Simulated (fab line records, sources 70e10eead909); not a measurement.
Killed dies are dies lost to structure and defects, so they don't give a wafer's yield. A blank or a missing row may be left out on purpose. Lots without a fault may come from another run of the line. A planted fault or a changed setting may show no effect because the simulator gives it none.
fab line records | flow nand_harc
record lots=6 wafers=18 last_day=31
route steps=1302 shown P_BONDPAD@363 A_ZERO_WELL@390 END@1302
lots that met no fault: from a run of the same line without faults
start_h: hours from the record's first day to the start of the lot's first wafer shown | wait_h: hours since the lot's step before | " the same as in the row above | L1.1+2: a row that stands for several wafers | - no value, or no start given | * or withheld: withheld | < > ~ a bound
route shown NAME@n: a module of which the file shows steps, and the number in the route of the first | usual: mean/standard deviation of fault-free wafers | same: alike in all rows | chamber/n: place in a boat | sites: the reading at each site | _std_site: their standard deviation | _edge_site: outer sites' mean less inner sites' | radius_mm: how far each site lies from the wafer's centre | mask NAME#n: copy n | behind: the tool/chamber that last shaped the wafer | hold: why the lot was held/for how many hours/how that ended | device: the transistor (n, p or np) that didn't switch | end of line: the same wafers' tests at the end of the route | a step without rows: its recipe alone | killed: dies lost to structure and defects at the first sort, not the wafer's yield | map: a wafer's dies, x killed, . not, _ none there
set.NAME: the setting as run; set.NAME@STEP: as run at that earlier step | model.NAME: the simulator's own value behind a step, which no gauge read
lots at some steps of the route; a table a step, a row a wafer
services: from which hour (start_h, from the record's first day; less than 0 if before it) a tool's chamber was out of use, for how many hours, and why
## steps
# step NHARC_P_BONDPAD_DEVELOP_08
# recipe time_s=50 dev_temp_c=22
# step NHARC_P_BONDPAD_CD_MEAS_09
# recipe target_cd_nm=500 landing_energy_ev=500
# usual cd_nm=500.4/2.1
# columns lot.wafer tool chamber start_h wait_h cd_nm
L855.1 cd_sem-02 0 162.16 - 498.0
L855.3 " 0 " " 496.4
L855.4 " 0 " " 499.4
L861.1 cd_sem-02 0 230.21 - 497.1
L861.3 " 0 " " 499.2
L861.4 " 0 " " 499.7
L862.3 cd_sem-02 0 237.53 - 501.6
L862.5 " 0 " " 500.1
L862.6 " 0 " " 506.1
L864.2 cd_sem-02 0 264.54 - 499.3
L864.3 " 0 " " 501.7
L864.4 " 0 " " 501.3
L869.4 cd_sem-02 0 301.54 - 502.7
L869.5 " 0 " " 502.8
L869.6 " 0 " " 499.2
L870.1 cd_sem-03 0 313.32 - 499.1
L870.2 " 0 " " 500.7
L870.3 " 0 " " 502.2
# step NHARC_P_BONDPAD_OVL_MEAS_38
# usual overlay_x_nm=0/5.4 overlay_y_nm=0/4.9
# columns lot.wafer tool chamber start_h wait_h overlay_x_nm overlay_y_nm
L855.1 overlay-01 - 162.25 - 6 6
L855.3 " - " " 7 5
L855.4 " - " " 7 6
L861.1 overlay-01 - 230.31 - 1 -5
L861.3 " - " " 1 -5
L861.4 " - " " 1 -4
L862.3 overlay-01 - 237.61 - 9 1
L862.5 " - " " 9 1
L862.6 " - " " 8 1
L864.2 overlay-02 - 264.63 - -11 2
L864.3 " - " " -12 2
L864.4 " - " " -12 2
L869.4 overlay-01 - 301.62 - -10 -1
L869.5 " - " " -10 -1
L869.6 " - " " -9 -1
L870.1 overlay-01 - 313.41 - 4 5
L870.2 " - " " 4 5
L870.3 " - " " 5 5
# step NHARC_P_BONDPAD_HARDBAKE_10
# recipe temp_c=118 time_s=65
# step NHARC_P_BONDPAD_DESCUM_11
# recipe time_s=3 o2_flow_sccm=200 ar_flow_sccm=0 bias_power_w=0 chemistry=O2
# step NHARC_P_BONDPAD_ETCH_37
# recipe target_depth_a=600 overetch_a=180 time_s=65.91 ion_energy_ev=200 n2_flow_sccm=150 h2_flow_sccm=150 ar_flow_sccm=0 rf_w=400 bias_w=150 chemistry=N2/H2
# step NHARC_P_BONDPAD_ETCH_12
# recipe target_depth_a=2000 time_s=100 chf3_flow_sccm=50 o2_flow_sccm=10 ar_flow_sccm=200 rf_w=500 bias_w=200 chemistry=CHF3/O2
# step NHARC_P_BONDPAD_CD_MEAS_13
# usual cd_nm=499.8/2.2
# columns lot.wafer tool chamber start_h wait_h cd_nm
L855.1 cd_sem-02 - 162.69 - 497.5
L855.3 " - " " 496.9
L855.4 " - " " 499.4
L861.1 cd_sem-03 - 230.75 - 496.3
L861.3 " - " " 497.2
L861.4 " - " " 498.9
L862.3 cd_sem-01 - 238.06 - 499.9
L862.5 " - " " 499.0
L862.6 " - " " 505.6
L864.2 cd_sem-03 - 265.07 - 498.6
L864.3 " - " " 501.8
L864.4 " - " " 501.3
L869.4 cd_sem-03 - 302.07 - 501.1
L869.5 " - " " 503.2
L869.6 " - " " 498.2
L870.1 cd_sem-02 - 313.85 - 498.7
L870.2 " - " " 502.0
L870.3 " - " " 502.4
# step NHARC_P_BONDPAD_STRIP_15
# recipe o2_flow_sccm=500 ar_flow_sccm=0 bias_w=0 chemistry=O2
# step NHARC_P_BONDPAD_ETCH_24
# recipe target_depth_a=300 over_etch_frac=0.3 time_s=72.99 ion_energy_ev=150 cf4_flow_sccm=50 n2_flow_sccm=100 ar_flow_sccm=150 rf_w=300 bias_w=100 chemistry=CF4/N2
# step NHARC_P_BONDPAD_STRIP_16
# recipe time_s=600 temp_c=30 chemistry=post_etch_residue_remover
# step NHARC_P_BONDPAD_DEGAS_25
# recipe temp_c=300 time_s=60
# step NHARC_P_BONDPAD_PRE_CLEAN_26
# recipe time_s=30 temp_c=280 gas=H2/He
# usual heater_power_w=453/44
# columns lot.wafer tool chamber start_h wait_h heater_power_w
L855.4 pvd_sputter-02 - 163.36 - 465
L855.1 " - " " 446
L855.3 " - " " 437
L861.3 pvd_sputter-02 - 231.44 - 472
L861.1 " - " " 452
L861.4 " - " " 426
L862.3 pvd_sputter-02 - 238.74 - 462
L862.5 " - " " 455
L862.6 " - " " 446
L864.4 pvd_sputter-03 - 265.74 - 431
L864.3 " - " " 425
L864.2 " - " " 421
L869.4 pvd_sputter-01 - 302.75 - 456
L869.5 " - " " 457
L869.6 " - " " 457
L870.2 pvd_sputter-03 - 314.52 - 422
L870.3 " - " " 370
L870.1 " - " " 420
# step NHARC_P_BONDPAD_PVD_17
# recipe target_thk_a=50 bias_v=168.6 power_w=15000 chamber_pressure_pa=0.12 time_s=8.06 substrate_temp_c=50 material=TaN
# usual throttle_valve_pct=29.9/0.93
# columns lot.wafer tool chamber start_h wait_h throttle_valve_pct
L855.4 pvd_sputter-02 - - - 30.0
L855.3 " - " " 31.5
L855.1 " - " " 30.0
L861.3 pvd_sputter-02 - - - 29.2
L861.4 " - " " 29.5
L861.1 " - " " 29.7
L862.3 pvd_sputter-02 - - - 29.4
L862.5 " - " " 29.7
L862.6 " - " " 29.1
L864.4 pvd_sputter-03 - - - 30.6
L864.2 " - " " 30.9
L864.3 " - " " 28.5
L869.4 pvd_sputter-01 - - - 30.4
L869.5 " - " " 29.7
L869.6 " - " " 29.2
L870.1 pvd_sputter-03 - - - 28.6
L870.3 " - " " 31.2
L870.2 " - " " 31.1
# step NHARC_P_BONDPAD_PVD_27
# recipe target_thk_a=300 chamber_pressure_pa=5 power_w=5000 substrate_temp_c=30 time_s=20.49 material=Cu
# usual throttle_valve_pct=29.9/0.93
# columns lot.wafer tool chamber start_h wait_h throttle_valve_pct
L855.1 pvd_sputter-02 - - - 31.5
L855.3 " - " " 29.8
L855.4 " - " " 29.2
L861.4 pvd_sputter-02 - - - 30.0
L861.3 " - " " 29.8
L861.1 " - " " 31.7
L862.3 pvd_sputter-02 - - - 30.2
L862.5 " - " " 29.9
L862.6 " - " " 29.1
L864.4 pvd_sputter-03 - - - 31.3
L864.3 " - " " 28.7
L864.2 " - " " 28.4
L869.4 pvd_sputter-01 - - - 29.7
L869.5 " - " " 30.2
L869.6 " - " " 29.6
L870.1 pvd_sputter-03 - - - 31.1
L870.2 " - " " 28.9
L870.3 " - " " 30.9
# step NHARC_P_BONDPAD_ECD_18
# recipe target_thk_a=4000 bath_temp_c=25 material=Cu
# step NHARC_P_BONDPAD_ANNEAL_28
# recipe temp_c=225 time_s=90
# step NHARC_P_BONDPAD_CMP_19
# recipe t_overpolish_s=30 cu_recess_touch_s=16 target_thk_nm=160.81
# usual motor_current_A=12.2/1.3 overpolish_run_s=30.000/0.0079
# columns lot.wafer tool chamber start_h wait_h motor_current_A overpolish_run_s
L855.3 cmp-01 1 164.43 - 13.2 29.991
L855.4 " 3 " " 11.0 29.989
L855.1 " 0 " " 13.7 29.992
L861.4 cmp-03 0 232.49 - 11.5 30.000
L861.3 " 1 " " 13.4 30.002
L861.1 " 2 " " 10.8 30.003
L862.3 cmp-04 0 239.85 - 12.4 30.004
L862.6 " 1 " " 11.7 30.008
L862.5 " 2 " " 14.3 30.006
L864.3 cmp-03 1 266.77 - 12.4 29.998
L864.4 " 3 " " 11.9 30.008
L864.2 " 0 " " 11.8 30.006
L869.4 cmp-04 1 303.79 - 12.4 30.005
L869.5 " 1 " " 12.2 29.998
L869.6 " 2 " " 14.2 29.991
L870.2 cmp-01 2 315.55 - 12.6 29.997
L870.1 " 0 " " 12.8 30.001
L870.3 " 1 " " 12.8 29.998
# step NHARC_P_BONDPAD_THK_MEAS_20
# recipe thk_meas_gauge=xrf
# usual thk_nm=160.9/1.5
# columns lot.wafer tool chamber start_h wait_h thk_nm
L855.1 film_metro-01 - 164.76 - 161.6
L855.3 " - " " 159.0
L855.4 " - " " 160.6
L861.1 film_metro-01 - 232.78 - 160.1
L861.3 " - " " 158.3
L861.4 " - " " 160.6
L862.3 film_metro-01 - 240.08 - 161.0
L862.5 " - " " 160.2
L862.6 " - " " 158.2
L864.2 film_metro-02 - 267.10 - 159.1
L864.3 " - " " 161.9
L864.4 " - " " 160.6
L869.4 film_metro-02 - 304.12 - 157.8
L869.5 " - " " 158.6
L869.6 " - " " 162.1
L870.1 film_metro-02 - 315.87 - 162.4
L870.2 " - " " 164.2
L870.3 " - " " 160.5
# step NHARC_P_BONDPAD_SRD_21
# recipe time_s=30 temp_c=23 dry_time_s=20 spin_rpm=1500
# step NHARC_P_BONDPAD_ACTIVATE_29
# recipe time_s=60 n2_flow_sccm=200 ar_flow_sccm=0 bias_power_w=0 chemistry=N2
# step NHARC_P_BONDPAD_PRECLEAN_30
# recipe time_s=300 temp_c=23 chemistry=DIW
# step NHARC_P_BONDPAD_SRD_31
# recipe time_s=30 temp_c=23 dry_time_s=20 spin_rpm=1500
# step NHARC_A_ZERO_WELL_PRECLEAN_00
# recipe time_s=600 temp_c=120 chemistry=SPM
# step NHARC_A_ZERO_WELL_SRD_01
# step NHARC_A_ZERO_WELL_DEHYDRATE_02
# recipe temp_c=150 time_s=120
# step NHARC_A_ZERO_WELL_HMDS_03
# recipe time_s=30
# step NHARC_A_ZERO_WELL_COAT_18
# recipe temp_c=200 time_s=65
# step NHARC_A_ZERO_WELL_COAT_04
# recipe spin_rpm=2000 resist_thk_nm=600
# step NHARC_A_ZERO_WELL_SOFTBAKE_05
# recipe temp_c=125 time_s=70
# step NHARC_A_ZERO_WELL_EBR_06
# step NHARC_A_ZERO_WELL_EXPOSE_07
# recipe na=0.55 dose_mj=33.85 mask_id=A_ZERO
# step NHARC_A_ZERO_WELL_PEB_08
# recipe peb_temp_c=128 peb_time_s=80
# step NHARC_A_ZERO_WELL_DEVELOP_09
# recipe time_s=50 dev_temp_c=22
# step NHARC_A_ZERO_WELL_CD_MEAS_10
# recipe target_cd_nm=2000 landing_energy_ev=500
# usual cd_nm=1999.8/2
# columns lot.wafer tool chamber start_h wait_h cd_nm
L855.1 cd_sem-01 0 166.29 - 1998.6
L855.3 " 0 " " 1999.6
L855.4 " 0 " " 1999.7
L861.1 cd_sem-01 0 234.21 - 1997.2
L861.3 " 0 " " 1998.5
L861.4 " 0 " " 1995.7
L862.3 cd_sem-01 0 241.62 - 2001.5
L862.5 " 0 " " 2002.0
L862.6 " 0 " " 1998.6
L864.2 cd_sem-02 0 268.48 - 2002.3
L864.3 " 0 " " 2000.8
L864.4 " 0 " " 2002.9
L869.4 cd_sem-03 0 305.51 - 1994.9
L869.5 " 0 " " 1997.0
L869.6 " 0 " " 1995.6
L870.1 cd_sem-03 0 317.30 - 1997.3
L870.2 " 0 " " 1997.9
L870.3 " 0 " " 1999.0
# step NHARC_A_ZERO_WELL_HARDBAKE_11
# recipe temp_c=118 time_s=65
# step NHARC_A_ZERO_WELL_DESCUM_12
# recipe time_s=3 o2_flow_sccm=200 ar_flow_sccm=0 bias_power_w=0 chemistry=O2
# usual drypump_motor_current_A=5.98/0.26 oes_product_au=1.004/0.0097 rf_vpp_V=57.7/0.96 showerhead_plenum_p_Torr=1.89/0.089 throttle_valve_pct=11.312/0.0099
# columns lot.wafer tool chamber start_h wait_h drypump_motor_current_A oes_product_au rf_hours_counter_h rf_vpp_V showerhead_plenum_p_Torr throttle_valve_pct
L855.3 rie_diel-09 0 166.46 - 5.87 1.007 0 56.5 1.82 11.318
L855.4 " 1 " " 6.19 1.013 0 58.6 1.95 11.308
L855.1 " 2 " " 6.14 0.992 0 58.2 1.85 11.317
L861.1 rie_diel-07 3 234.38 - 6.26 0.995 19 59.3 1.98 11.313
L861.4 " 0 " " 6.10 0.993 19 57.6 2.01 11.316
L861.3 " 1 " " 5.94 0.996 15 59.6 2.01 11.332
L862.3 rie_diel-09 3 241.80 - 5.49 1.012 3 57.8 1.78 11.304
L862.5 " 0 " " 5.90 1.019 - 58.4 1.82 11.312
L862.6 " 1 " " 6.19 1.005 - 58.6 1.94 11.318
L864.3 rie_diel-09 2 268.64 - 6.15 1.012 3 57.3 1.85 11.326
L864.2 " 3 " " 5.47 1.020 3 57.5 1.78 11.306
L864.4 " 3 " " 5.46 1.008 - 56.5 1.78 11.320
L869.4 rie_diel-07 3 305.69 - 6.23 0.990 0 58.0 1.97 11.337
L869.6 " 0 " " 6.20 0.992 - 57.3 2.01 11.321
L869.5 " 1 " " 5.92 0.989 - 57.7 2.01 11.321
L870.3 rie_diel-07 0 317.46 - 6.18 0.997 1 57.6 2.00 11.322
L870.2 " 1 " " 5.93 0.998 2 58.2 2.01 11.308
L870.1 " 3 " " 6.25 1.005 1 59.4 1.97 11.303
# step NHARC_A_ZERO_WELL_ETCH_19
# recipe target_depth_a=800 overetch_a=240 time_s=87.88 ion_energy_ev=200 n2_flow_sccm=150 h2_flow_sccm=150 ar_flow_sccm=0 rf_w=400 bias_w=150 chemistry=N2/H2
# usual bias_w=150.0/0.46 drypump_motor_current_A=5.98/0.26 oes_product_au=1.006/0.011 rf_vpp_V=429.8/3 showerhead_plenum_p_Torr=2.02/0.098 throttle_valve_pct=14.171/0.0086
# columns lot.wafer tool chamber start_h wait_h bias_w drypump_motor_current_A oes_product_au rf_hours_counter_h rf_vpp_V showerhead_plenum_p_Torr throttle_valve_pct
L855.3 rie_diel-09 3 166.54 0.1 149.5 5.51 1.019 0 427.0 1.90 14.170
L855.4 " 0 " " 149.8 5.86 1.023 0 428.4 1.94 14.179
L855.1 " 2 " " 149.6 6.15 0.996 0 429.3 1.97 14.170
L861.1 rie_diel-07 2 234.46 0.1 150.3 6.04 1.004 18 426.4 1.88 14.175
L861.4 " 3 " " 149.7 6.26 0.992 19 432.0 2.11 14.168
L861.3 " 1 " " 150.8 5.93 1.003 15 434.1 2.14 14.157
L862.3 rie_diel-09 1 241.86 0.1 150.9 6.20 1.011 2 431.6 2.07 14.165
L862.5 " 1 " " 150.5 6.20 1.014 - 432.0 2.07 14.167
L862.6 " 2 " " 150.4 6.14 1.005 - 430.3 1.97 14.181
L864.2 rie_diel-09 2 268.75 0.1 150.9 6.13 1.004 3 429.1 1.97 14.172
L864.3 " 3 " " 150.0 5.51 1.011 3 426.9 1.90 14.172
L864.4 " 3 " " 149.6 5.52 1.007 - 426.5 1.90 14.166
L869.4 rie_diel-07 1 305.75 0.1 150.4 5.93 0.987 0 432.8 2.14 14.165
L869.5 " 0 " " 150.7 6.19 0.993 - 433.5 2.14 14.177
L869.6 " 1 " " 149.7 5.95 0.995 - 432.8 2.14 14.173
L870.1 rie_diel-07 0 317.54 0.1 149.7 6.17 0.999 1 433.2 2.14 14.186
L870.2 " 1 " " 149.3 5.94 0.988 2 433.5 2.14 14.166
L870.3 " 2 " " 149.7 6.06 0.991 2 434.9 2.22 14.172
# step NHARC_END_SORT_01
# recipe temp_c=25
# usual defect_limited_yield=89.8/2.4 killed_at_array=64/16 killed_at_other=1.0/1.1 killed_at_periphery=3.5/2.3 killed_dies=69/17 killed_open=3.2/1.6 killed_short=2.4/1.6
# same gross_dies=677
# columns lot.wafer tool chamber start_h wait_h defect_limited_yield[%] killed_at_array killed_at_other killed_at_periphery killed_dies killed_open killed_short
L861.1 prober-01 0 651.40 2.5 85.4 61 4 34 99 1 4
L861.3 prober-01 0 653.00 3.1 81.2 36 6 85 127 3 3
L861.4 prober-01 0 653.80 3.4 78.7 49 2 93 144 3 2
L862.3 prober-02 0 665.70 3.1 86.3 60 1 32 93 2 5
L862.5 prober-02 0 667.30 3.7 79.2 51 0 90 141 4 1
L862.6 prober-02 0 668.09 4.0 85.2 67 2 31 100 5 4
L864.2 prober-01 0 699.99 2.8 92.3 50 0 2 52 3 3
L869.4 prober-01 0 713.69 3.4 86.6 91 0 0 91 3 1
L869.5 prober-01 0 714.48 3.7 85.5 94 0 4 98 3 1
L869.6 prober-01 0 715.28 4.0 86.6 88 0 3 91 3 4
L870.1 prober-01 0 751.87 2.5 94.2 38 1 0 39 3 0
L870.2 prober-01 0 752.66 2.8 95.3 28 0 4 32 2 2
L870.3 prober-01 0 753.45 3.1 94.8 34 0 1 35 2 0
# killed by level:class
L861.1 A_SLIT:chamber_film_flake=37 P_BONDPAD:unspecified=30 A_CHANNEL_HOLE_D2:chamber_film_flake=8 A_CHANNEL_HOLE_D1:chamber_film_flake=5 THIN_TSV:chamber_film_flake=4 A_CHANNEL_FILL_D1:chamber_film_flake=3 A_CONTACT:chamber_film_flake=3 P_ZERO_WELL:chamber_film_flake=2
L861.3 P_BONDPAD:unspecified=83 A_SLIT:chamber_film_flake=19 A_CHANNEL_HOLE_D2:chamber_film_flake=6 THIN_TSV:chamber_film_flake=6 A_CHANNEL_HOLE_D2:geometric_particle:open=2 P_M2:chamber_film_flake=2 A_ONON_D2:geometric_particle:open=1 A_CHANNEL_FILL_D2:geometric_particle:short=1
L861.4 P_BONDPAD:unspecified=87 A_SLIT:chamber_film_flake=28 A_CHANNEL_HOLE_D2:chamber_film_flake=7 P_M2:chamber_film_flake=4 A_CONTACT:chamber_film_flake=4 A_CHANNEL_HOLE_D1:chamber_film_flake=2 A_CHANNEL_FILL_D1:chamber_film_flake=2 A_STAIRCASE:chamber_film_flake=2
L862.3 A_CHANNEL_HOLE_D1:chamber_film_flake=31 P_BONDPAD:unspecified=30 A_CHANNEL_HOLE_D2:chamber_film_flake=18 A_ONON_D2:geometric_particle:short=3 A_SLIT:chamber_film_flake=2 A_WL_FILL:chamber_film_flake=2 A_DECK1_JOINT:geometric_particle:open=1 A_SGD_CUT:geometric_particle:open=1
L862.5 P_BONDPAD:unspecified=85 A_CHANNEL_HOLE_D1:chamber_film_flake=32 A_CHANNEL_HOLE_D2:chamber_film_flake=12 A_M1:chamber_film_flake=4 P_CONTACT:geometric_particle:open=2 P_GATE:chamber_film_flake=2 P_M0:geometric_particle:open=1 A_CHANNEL_FILL_D1:geometric_particle:short=1
L862.6 A_CHANNEL_HOLE_D1:chamber_film_flake=31 P_BONDPAD:unspecified=30 A_CHANNEL_HOLE_D2:chamber_film_flake=21 A_WL_FILL:geometric_particle:short=2 A_SLIT:chamber_film_flake=2 A_WL_FILL:chamber_film_flake=2 THIN_TSV:chamber_film_flake=2 A_CHANNEL_FILL_D1:geometric_particle:short=1
L864.2 A_CHANNEL_HOLE_D2:chamber_film_flake=24 A_CHANNEL_HOLE_D1:chamber_film_flake=9 A_CONTACT:chamber_film_flake=5 A_CHANNEL_FILL_D1:chamber_film_flake=2 A_DECK1_JOINT:chamber_film_flake=2 A_SLIT:chamber_film_flake=2 P_M0:geometric_particle:open=1 A_ONON_D1:geometric_particle:short=1
L869.4 A_CHANNEL_HOLE_D1:chamber_film_flake=32 A_SLIT:chamber_film_flake=28 A_CONTACT:chamber_film_flake=9 A_CHANNEL_HOLE_D2:chamber_film_flake=8 A_STAIRCASE:chamber_film_flake=3 A_M0:geometric_particle:open=2 A_CHANNEL_FILL_D1:chamber_film_flake=2 A_DECK1_JOINT:chamber_film_flake=2
L869.5 A_CHANNEL_HOLE_D1:chamber_film_flake=40 A_SLIT:chamber_film_flake=31 A_CONTACT:chamber_film_flake=11 A_CHANNEL_HOLE_D2:chamber_film_flake=7 P_M2:chamber_film_flake=2 P_CONTACT:geometric_particle:open=1 P_M1:geometric_particle:short=1 A_SGD_CUT:geometric_particle:open=1
L869.6 A_CHANNEL_HOLE_D1:chamber_film_flake=32 A_SLIT:chamber_film_flake=28 A_CONTACT:chamber_film_flake=11 A_CHANNEL_HOLE_D2:chamber_film_flake=4 P_M2:chamber_film_flake=3 A_ZERO_WELL:chamber_film_flake=3 A_ONON_D1:geometric_particle:short=1 A_ONON_D1:geometric_particle:open=1
L870.1 A_CHANNEL_HOLE_D1:chamber_film_flake=14 A_CONTACT:chamber_film_flake=8 A_SLIT:chamber_film_flake=7 A_CHANNEL_HOLE_D2:chamber_film_flake=2 A_WL_FILL:chamber_film_flake=2 A_CHANNEL_FILL_D2:geometric_particle:open=1 A_CONTACT:geometric_particle:open=1 A_BLC:geometric_particle:open=1
L870.2 A_CHANNEL_HOLE_D1:chamber_film_flake=11 A_CONTACT:chamber_film_flake=5 A_CHANNEL_FILL_D2:chamber_film_flake=3 A_SLIT:chamber_film_flake=3 P_GATE:chamber_film_flake=2 A_STAIRCASE:chamber_film_flake=2 P_STI:geometric_particle:short=1 A_DECK1_JOINT:geometric_particle:open=1
L870.3 A_CHANNEL_HOLE_D1:chamber_film_flake=15 A_CONTACT:chamber_film_flake=8 A_SLIT:chamber_film_flake=5 A_M0:geometric_particle:open=1 A_M1:geometric_particle:open=1 P_STI:chamber_film_flake=1 A_ZERO_WELL:chamber_film_flake=1 A_STAIRCASE:chamber_film_flake=1
# map L861.4 (x killed, . not)
____________.____________
_________......x_________
_______.x........._______
______........x....______
_____..............._____
____................x____
____..x..........x...____
___.........x....x.x.x___
___...............x.xx___
__................xxxxx__
__................x.xxx__
_................xxx.xx._
_x.x..............xxxxxx_
_..................xxxxx_
_..................xxxx._
_......x..............xx_
..........x.......x.....x
.........................
.........................
.....x..x................
.........................
_...x.....x............._
_.................x....._
_......................._
_........xxx.x.........._
_......x.xxxx..........._
__....xxxxxxxx.........__
__....xxxxxxxxx.x......__
___...xxxxxxxxxx......___
___..x.xxxxxxxx....x..___
____.xxxxxxxxxx......____
____..xxxxxxxxx......____
_____...xxxxxxx....._____
______.xxxxxxx.....______
_______xxxxxxx...._______
_________x.x...._________
____________.____________
# map L862.5 (x killed, . not)
____________.____________
_________......._________
_______........xx._______
______.............______
_____......x........_____
____.................____
____..........x.x....____
___.........xxx.x.....___
___.........x..x......___
__.x......xxxxxxx.x..x.__
__.........xxxxxxx....x__
_.........xxxxxxxx......_
_..........xxxxxxxx.x..._
_.........xxxxxxxxx..xx._
_..........xxxxxxxxx..x._
_.........xxxxxxxxxxx.x._
........x.x.xxxxxxx......
x......x..x.xxxxxx.......
......x.x.xx.xxxx........
......xxx.x.xxx....x.....
.....xxxx................
_...xxxxx............x.._
_...xxxxxx.............._
_...xxxxx..............._
_.......xx.............._
_.....x................._
__....x................__
__.....x...............__
___...................___
___...................___
____x.x..............____
____.................____
_____..............._____
______.............______
_______..........._______
_________......._________
____________.____________
## services
# columns tool chamber start_h hours kind
rie_diel-09 - 143.13 9.0 pm
cmp-01 - 154.47 1.5 repair
rie_diel-07 1 155.18 8.4 repair
cmp-04 - 160.93 3.5 repair
cmp-03 - 162.03 4.0 pm
rie_diel-07 - 162.56 0.9 repair
rie_diel-09 3 168.87 7.5 repair
pvd_sputter-03 - 170.04 10.0 pm
cmp-01 - 172.71 2.8 repair
rie_diel-07 1 179.28 12.6 repair
pvd_sputter-03 - 181.29 1.3 repair
cmp-01 - 185.56 4.0 pm
cmp-03 - 186.13 1.3 repair
pvd_sputter-01 - 187.57 3.2 repair
rie_diel-07 2 213.35 5.8 repair
pvd_sputter-01 - 226.00 10.0 pm
pvd_sputter-02 - 239.40 1.9 repair
pvd_sputter-02 - 243.30 18.0 repair
rie_diel-09 2 262.99 5.5 repair
rie_diel-09 0 264.14 5.4 repair
pvd_sputter-02 - 282.00 10.0 pm
rie_diel-07 - 294.20 9.0 pm
pvd_sputter-01 - 297.65 1.4 repair
rie_diel-09 3 303.11 1.3 repair
## key
first_sign step=NHARC_END_SORT_01 reading=killed_at_periphery direction=up sigmas=24 usual=3.5 struck=60.8
effect step=NHARC_END_SORT_01 reading=killed_dies direction=up sigmas=2.9 usual=69 struck=117 wafers_moved=3
more_kills_born_at NHARC_P_BONDPAD_PRE_CLEAN_26@pvd_sputter-02=345
met_at NHARC_P_BONDPAD_PRE_CLEAN_26
struck_wafers L861.1,L861.3,L861.4,L862.3,L862.5,L862.6
onset_between 163.36 231.44
also_fits NHARC_P_BONDPAD_PVD_17:pvd_sputter-02,NHARC_P_BONDPAD_PVD_27:pvd_sputter-02
fault kind=chamber_particle_source tool=pvd_sputter-02 chamber=- onset_h=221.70 steps=NHARC_P_BONDPAD_PRE_CLEAN_26 rate_per_visit_cm2=0.85105 end_h=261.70
